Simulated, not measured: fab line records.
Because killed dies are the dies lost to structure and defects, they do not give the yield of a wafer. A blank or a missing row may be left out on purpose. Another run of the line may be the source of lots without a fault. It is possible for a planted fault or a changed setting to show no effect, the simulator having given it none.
Problem report, 8D (eight disciplines) form, completed by code :: flow n5 finfet :: the parts of the form that need people (team, actions taken, sign-off) are left out

## 1. WHAT IS WRONG
M12_THK at N5_BEOL_M12_THK_MEAS_50 reads a mean of 580 nm on 1 wafer of 1 lot; wafers without a fault read 314 nm with a standard deviation of 4.6. Relative to the usual mean, that is a shift of +58 standard deviations.
The step: measures by xrf.
The first sign was on wafer L818.4 at day 21 00:44, on film metro-02. The record has a number at this step for 27 wafers belonging to 9 lots. Rule for "out" (also "out of limits"): further than 4 standard deviations from the usual mean. The other wafers with a number count as sound.

## 2. WHAT IT IS; WHAT IT IS NOT
question: which readings at this step
is: M12_THK
is not: -

question: which lots
is: L818
is not: L800, L801, L802, L805, L808, L809, L820, L821

question: which wafers of those lots
is: L818.4
is not: L818.1, L818.5

question: read on which gauges
is: film metro-02
is not: film metro-01

question: when
is: from day 21 00:44
is not: up to then (26 sound wafers)

## 3. WHAT RULES OUT EACH SUSPECT
Counting: any tool at a process step up to the reading remains a suspect provided it ran every lot that is out. Sound lots after the first of them don't rule it out here, since some wafers of a struck lot are sound.
- the gauge at N5_BEOL_M12_THK_MEAS_50 is ruled out. All the wafers that are out were read on film metro-02, but those of them that N5_BEOL_M12_CMP_49 has rows for are out there too, on other tools.
- pvd sputter-03 at N5_BEOL_M12_DEGAS_41 (time 60 s): kept. L818, the lot that is out, went through it at day 20 23:38; up to then, the latest sound lot through it was L821 at day 20 18:40.
- pvd sputter-03 at N5_BEOL_M12_PRE_CLEAN_42 (time 30 s): kept. L818, the lot that is out, went through it at day 20 23:41; up to then, the latest sound lot through it was L821 at day 20 18:42.
- cmp-04 at N5_BEOL_M12_CMP_49 (polishes, stops on SiOC, t overpolish 20.6 s, target thk 320 nm): kept. L818, the lot that is out, went through it at day 21 00:31; up to then, the latest sound lot through it was L820 at day 19 11:23. On those wafers its own readings are out: barrier field endpoint s, overpolish run s.
- cmp-04, N5_BEOL_M12_CMP_49: wafers that are out in chamber 1, sound lot-mates in chambers 0, 3.
pvd sputter-03 at N5_BEOL_M12_DEGAS_41, pvd sputter-03 at N5_BEOL_M12_PRE_CLEAN_42 and cmp-04 at N5_BEOL_M12_CMP_49 are what is left after counting.

## 4. THE CAUSE (what the simulator had put in)
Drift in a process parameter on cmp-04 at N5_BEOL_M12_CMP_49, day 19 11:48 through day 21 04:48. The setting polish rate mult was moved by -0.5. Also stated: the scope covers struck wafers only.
3 suspects survive the count, and this tool is in that group.

## 5. THE CHAIN OF EFFECTS, in route order
Rows list readings where the struck wafers' mean (over those with a number) sits beyond 3 standard deviations from the usual. Scope: only readings with a usual standard deviation given in the record; hours: median across lots of the time from each lot's start at the first step in this table that gives one to its start at this step; sigmas: change in usual standard deviations.
hours: 0
step: N5_BEOL_M12_CMP_49
reading: barrier field endpoint s
usual: 30.6 s
on struck wafers: 60.7
change: +30.1
sigmas: +43

hours: 0
step: N5_BEOL_M12_CMP_49
reading: overpolish run s
usual: 20.599 s
on struck wafers: 5.624
change: -14.975
sigmas: -99 or more

hours: 0
step: N5_BEOL_M12_THK_MEAS_50
reading: M12_THK
usual: 314 nm
on struck wafers: 580
change: +266
sigmas: +58

hours: 0
step: N5_BEOL_M12_INSPECT_55
reading: raw defect count
usual: 67
on struck wafers: 4876
change: +4809
sigmas: +99 or more

hours: 42
step: N5_PASSIVATION_PROBE_49
reading: defect limited yield
usual: 91.4 %
on struck wafers: 0.0
change: -91.4
sigmas: -76

hours: 42
step: N5_PASSIVATION_PROBE_49
reading: killed_at_M4_up
usual: 14
on struck wafers: 1093
change: +1079
sigmas: +99 or more

hours: 42
step: N5_PASSIVATION_PROBE_49
reading: killed dies
usual: 102
on struck wafers: 1180
change: +1078
sigmas: +72

hours: 42
step: N5_PASSIVATION_PROBE_49
reading: killed on rim
usual: 13
on struck wafers: 152
change: +139
sigmas: +39

hours: 42
step: N5_PASSIVATION_PROBE_49
reading: sort n pass
usual: 1078
on struck wafers: 0
change: -1078
sigmas: -72

hours: 42
step: N5_PASSIVATION_PROBE_49
reading: sort yield pct
usual: 91.4 %
on struck wafers: 0.0
change: -91.4
sigmas: -76
Its process steps:
- N5_BEOL_M12_CMP_49: polishes, stops on SiOC, t overpolish 20.6 s, target thk 320 nm.
- N5_PASSIVATION_PROBE_49

## 6. WHAT WOULD HAVE CAUGHT IT SOONER
Counted from the fault's start at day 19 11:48, it took 37 hours until the first out-of-limits reading at a measuring or inspecting step in this record, taken at day 21 00:44.
At N5_BEOL_M12_CMP_49, the tool's own readings (barrier field endpoint s, overpolish run s) were out on each struck wafer the step has a row for, so an alarm limit on them would have fired on the first such wafer.
The start of N5_BEOL_M12_CMP_49 on cmp-04 came by day 21 00:44 for every one of the lots that are out (1). Had the tool been put on hold then, not one of them would have been saved.
